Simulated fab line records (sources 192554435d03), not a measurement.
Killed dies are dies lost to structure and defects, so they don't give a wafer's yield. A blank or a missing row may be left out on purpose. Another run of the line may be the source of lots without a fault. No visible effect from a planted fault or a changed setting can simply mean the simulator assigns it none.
A struck lot beside a sound one | flow n5 finfet | 34 steps out of a route of 1938
Sound: wafers L856.1, L856.3, L856.4. Wafers struck: L868.1, L868.3, L868.5. The cause is named last.
Per side, at each step with rows, come the tool, then ch with its chambers, and then its first start. Under that, the readings that differ: sound wafers | struck wafers | difference of the means | sigmas: that difference in standard deviations of wafers without a fault.
alike: readings with means less than 2 such deviations apart, plus words and numbers identical on both sides. not compared: withheld readings, readings lacking a value on some wafer, bounds such as >300 that could conceal the same value, and numbers that have no deviation in the record and whose values overlap.
Wherever a step has rows on one side only, a row that says differs or no value, or a row with sigmas, the two part there. Numbers that don't overlap but have no deviation are shown without sigmas and don't part them. A reading missing from all wafers of one side parts the sides only when that side holds two or more wafers.

first, 9 steps without rows for these wafers: N5_BEOL_M11_EBR_24; N5_BEOL_M11_SOFTBAKE_23 (time 60 s); N5_BEOL_M11_EXPOSE_25 (exposes mask V10); N5_BEOL_M11_PEB_26 (peb time 60 s); N5_BEOL_M11_DEVELOP_27 (develop time 30 s); N5_BEOL_M11_DESCUM_33 (chemistry O2, time 7.9 s); N5_BEOL_M11_ETCH_65 (etches SiARC in CF4, target depth 39 nm, time 65 s); N5_BEOL_M11_ETCH_66 (etches SOC in N2/H2, target depth 120 nm, overetch 24 nm, time 180 s); N5_BEOL_M11_STRIP_69 (strips in N2/H2).
N5_BEOL_M11_VIA_ETCH_34: etches SiCOH lowk in C4F6/O2, target depth 184.5 nm, time 69.2 s.
  sound on rie diel-03 ch 1,3, day 10 22:09; struck on rie diel-03 ch 0,1,2, day 13 15:02
  alike: drypump motor current A, oes product au, rf vpp V, showerhead plenum p Torr, throttle valve pct
  not compared: rf hours counter h
then, 23 steps without rows for these wafers: N5_BEOL_M11_STRIP_73 (strips in C4F6/O2); N5_BEOL_M11_STRIP_36 (strips in N2/H2); N5_BEOL_M11_TRENCH_ETCH_37 (etches SiCOH lowk in C4F6/O2, target depth 148.83 nm, time 48 s); N5_BEOL_M11_ETCH_41 (etches SiCN in CH3F/O2, target depth 42.6 nm, time 86 s); N5_BEOL_M11_STRIP_77 (strips in N2/H2, time 10 s); N5_BEOL_M11_HM_STRIP_39 (strips TiN in peroxide tin strip, target depth 25 nm, time 158 s); N5_BEOL_M11_SRD_40 (time 30 s); N5_BEOL_M11_PRECLEAN_42 (cleans in residue remover, time 60 s); N5_BEOL_M11_SRD_43 (time 30 s); N5_BEOL_M11_CURE_72 (cures SiCOH lowk, time 120 s); N5_BEOL_M11_DEGAS_44 (time 60 s); N5_BEOL_M11_PRE_CLEAN_45 (time 30 s); N5_BEOL_M11_ALD_74 (deposits TaN, target thk 2 nm, pulse time 2 s, purge time 3 s); N5_BEOL_M11_SURFACE_TREAT_76; N5_BEOL_M11_CVD_75 (deposits Co from CCTBA/H2, target thk 2 nm, time 138.9 s); N5_BEOL_M11_SPUTTER_48 (material Cu, target thk 12 nm, time 2 s); N5_BEOL_M11_ECD_50 (material Cu, target thk 318 nm); N5_BEOL_M11_ANNEAL_51 (time 90 s); N5_BEOL_M11_CMP_52 (polishes, stops on SiCOH lowk, t overpolish 7 s, target thk 140 nm); N5_BEOL_M11_PRE_CLEAN_55 (time 15 s); N5_BEOL_M11_DEP_56 (deposits SiCN from 3MS/NH3, target thk 30 nm, time 10.5 s); N5_BEOL_M12_ILD_DEP_00 (deposits SiOC from DEMS/O2, target thk 658.92 nm, time 130.7 s); N5_BEOL_M12_COAT_58 (time 60 s, resist thk 89 nm).
N5_PASSIVATION_PROBE_49:
  rows exist in the record for the struck wafers here (prober-01, day 15 08:42), but not for the sound ones

== WHERE THEY PART ==
Only at N5_PASSIVATION_PROBE_49, as far as this record shows.

WHY: whatever the simulator had introduced
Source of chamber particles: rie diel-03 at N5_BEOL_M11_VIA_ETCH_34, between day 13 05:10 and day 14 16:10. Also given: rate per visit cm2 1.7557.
